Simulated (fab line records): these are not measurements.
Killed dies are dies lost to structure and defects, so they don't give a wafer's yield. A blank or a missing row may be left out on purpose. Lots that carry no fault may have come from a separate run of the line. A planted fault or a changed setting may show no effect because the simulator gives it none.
Which of the tools did it? + flow n5-finfet + 11 lots, 32 wafers sampled, at 1 step of a route of 1938

WHAT THE GAUGES SHOWED, per wafer
N5_PASSIVATION_OVL_MEAS_63. Usual: for PAD_OVL the level is -3 nm and the standard deviation is 6.4.
| lot  | measured     | on         | PAD_OVL (nm) | flag |
|------|--------------|------------|--------------|------|
| L932 | day 12 01:08 | overlay-02 | -12 -9 -11   |      |
| L931 | day 12 06:58 | overlay-01 | -6 0 -6      |      |
| L938 | day 13 21:53 | overlay-01 | -19 -22 -12  |      |
| L937 | day 14 10:34 | overlay-02 | -2 -4 1      |      |
| L941 | day 14 13:00 | overlay-02 | -7 -10 -7    |      |
| L942 | day 14 18:35 | overlay-01 | -13 -2 -10   |      |
| L948 | day 15 23:46 | overlay-02 | -7 3 1       |      |
| L946 | day 16 07:56 | overlay-02 | -3 -3 -9     |      |
| L947 | day 16 08:19 | overlay-01 | -5 4 4       |      |
| L949 | day 16 12:40 | overlay-01 | -4 2         |      |
| L952 | day 17 07:11 | overlay-01 | 9 -2 5       |      |

TOOL THAT RAN EACH LOT (tool first, then ch and the chambers of the sampled wafers, then the start)
No process step before these readings appears in the record.

AS READ BY THE TOOLS THEMSELVES (means over the sampled wafers that have a number; for cases with no such wafer, the mark the record gives instead)
The record holds no such reading with a usual standard deviation.

THE ANSWER, worked out from the rows above alone
Rule: lot off if the mean of its wafers having a number is beyond 3 standard deviations from the usual mean. Also off: a lot with no number at a reading for which 4 or more lots have one. The other lots that the step has rows for count as sound. First the gauges in route order, then the tools' own readings, where a lot's mean is used as printed above. At the first step where some lot is off, the reading lying furthest off is the one used; lots without a number count as furthest.
No lot is off on any of the readings shown, so nothing can be concluded from this.

WHAT THE SIMULATOR PUT IN
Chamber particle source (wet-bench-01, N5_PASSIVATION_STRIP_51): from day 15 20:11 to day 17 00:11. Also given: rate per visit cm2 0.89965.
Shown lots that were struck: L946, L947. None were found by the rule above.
